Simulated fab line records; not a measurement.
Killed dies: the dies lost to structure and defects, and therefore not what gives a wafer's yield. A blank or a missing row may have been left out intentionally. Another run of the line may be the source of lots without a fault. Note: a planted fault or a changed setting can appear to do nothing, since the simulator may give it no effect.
A struck lot beside a sound one	flow n5 finfet	27 out of 1938 route steps
Sound: wafers L215.2, L215.3, L215.5. The struck wafers were L231.1, L231.5, L231.6. The cause comes at the end.
Per side, at each step with rows, come the tool, then ch with its chambers, and then its first start. Under that, the readings that differ: sound wafers	struck wafers	difference of the means	sigmas: that difference in standard deviations of wafers without a fault.
alike: words and numbers the same on both sides, and readings whose means are apart by under 2 such deviations; not compared: readings that were withheld, readings missing a value for some wafer, numbers with overlapping values and no deviation given by the record, and bounds like >300 which may hide the same value.
The two part at a step that has a row with sigmas, a row that says differs or no value, or rows on one side only. When numbers do not overlap yet have no deviation, they are printed without sigmas and do not part them. A reading missing from all wafers of one side parts the sides only when that side holds two or more wafers.

N5_STI_FIN_REVEAL_CMP_04: polishes, stops on Si3N4, t overpolish 4 s, target thk 131.83 nm.
  sound on cmp-02 ch 1,2,3, day 3 02:49; struck on cmp-01 ch 0,2,3, day 7 03:06
  alike: motor current A, overpolish run s, time to endpoint s
N5_STI_FIN_REVEAL_THK_MEAS_05:
  sound on film metro-02, day 3 03:02; struck on film metro-01, day 7 03:19
  alike: thk nm
N5_STI_FIN_REVEAL_DENSIFY_30:
  sound on rtp anneal-02 ch 0, day 3 03:16; struck on rtp anneal-01 ch 0, day 7 03:34
  alike: lamp power pct, lamp_zone_5_pct
  not compared: wafer_temp_C_max
N5_STI_FIN_REVEAL_ETCHBACK_08: etches SiO2 in C4F6/O2, target depth 30.5 nm, time 10.167 s.
  sound on rie diel-01 ch 0,1,2, day 3 03:27; struck on rie diel-01 ch 1,2,3, day 7 03:47
  alike: drypump motor current A, oes_o_777_au, oes product au, rf vpp V, showerhead plenum p Torr, throttle valve pct
  not compared: rf hours counter h
then, 5 steps without rows for these wafers: N5_STI_FIN_REVEAL_STRIP_24 (strips in N2/H2, time 90 s); N5_STI_FIN_REVEAL_PRECLEAN_25 (cleans in SPM, time 90 s); N5_STI_FIN_REVEAL_PRECLEAN_26 (cleans in SC1, time 45 s); N5_STI_FIN_REVEAL_PRECLEAN_29 (cleans in DHF, time 30 s); N5_STI_FIN_REVEAL_SRD_12 (time 30 s).
N5_STI_FIN_REVEAL_RECESS_09: chemistry HF/NH3, target SiO2, afs cycles 11, target depth 42.5 nm, sublimation time 60 s.
  sound on vapor etch-01 ch 0,1, day 3 03:43; struck on vapor etch-01 ch 0,1, day 7 04:02
  alike: drypump motor current A
then, 2 steps without rows for these wafers: N5_STI_FIN_REVEAL_STRIP_16 (strips SiNx in H3PO4, target depth 23.8 nm); N5_STI_FIN_REVEAL_PRECLEAN_17 (cleans in NF3:NH3, afs cycles 1, time 20 s, sublimation time 60 s).
N5_STI_FIN_REVEAL_ETCH_34: etches Si in H2, material Si, target depth 0.97 nm.
  sound on rie si-05 ch 0,2, day 3 05:48; struck on rie si-05 ch 2,3, day 7 06:08
  alike: drypump motor current A, h2 flow sccm, oes product au, throttle valve pct
  not compared: rf hours counter h
then, 4 steps without rows for these wafers: N5_STI_FIN_REVEAL_OXIDATION_31 (chemistry O2 PLASMA REMOTE, time 20 s); N5_STI_FIN_REVEAL_PRECLEAN_32 (cleans in NF3:NH3, afs cycles 1, time 20 s, sublimation time 60 s); N5_STI_FIN_REVEAL_STRIP_35 (strips Si3N4 in H3PO4, target depth 4 nm, time 39 s); N5_STI_FIN_REVEAL_SRD_21 (time 30 s).
N5_STI_FIN_REVEAL_OXIDATION_33: chemistry O2 PLASMA REMOTE, time 20 s.
  sound on plasma asher-02 ch 0,1, day 3 06:13; struck on plasma asher-02 ch 0,1, day 7 06:34
  alike: drypump motor current A, heater power w
  not compared: rf hours counter h
then, 2 steps without rows for these wafers: N5_STI_FIN_REVEAL_CLEAN_19 (cleans in O3/DIW, time 120 s); N5_STI_FIN_REVEAL_SRD_23 (time 30 s).
N5_STI_FIN_REVEAL_CD_MEAS_22: target cd 6.238 nm, pitch 28 nm.
  sound on cd sem-01, day 3 06:22; struck on cd sem-01, day 7 06:43
  alike: cd nm
N5_STI_FIN_REVEAL_FIN_H_MEAS_10:
  sound on ocd-02, day 3 06:24; struck on ocd-02, day 7 06:46
  alike: trench depth nm
then, 2 steps without rows for these wafers: N5_STI_FIN_REVEAL_PRECLEAN_18 (cleans in SC2, time 45 s); N5_STI_FIN_REVEAL_SRD_28 (time 30 s).
N5_STI_FIN_REVEAL_INSPECT_13: inspects for defects (darkfield).
  sound on defect inspect-02, day 3 06:29; struck on defect inspect-02, day 7 06:51
reading	sound	struck	difference	sigmas
raw defect count	11 9 10	641 636 685	+644	+99 or more
then, 1 step without rows for these wafers: N5_DUMMY_GATE_PRECLEAN_00 (cleans in O3/DIW, time 60 s).
-- here the record skips 11 days between the struck wafers' starts before and after, leaving off in module DUMMY_GATE and picking up in module PASSIVATION (first step shown: number 1936 of the route) --
N5_PASSIVATION_PROBE_49:
  the record has rows for the struck wafers here (prober-02, day 18 04:05) and none for the sound ones

## WHERE THEY PART
First at N5_STI_FIN_REVEAL_INSPECT_13; last, within this record, at N5_PASSIVATION_PROBE_49.

WHY: whatever the simulator had introduced
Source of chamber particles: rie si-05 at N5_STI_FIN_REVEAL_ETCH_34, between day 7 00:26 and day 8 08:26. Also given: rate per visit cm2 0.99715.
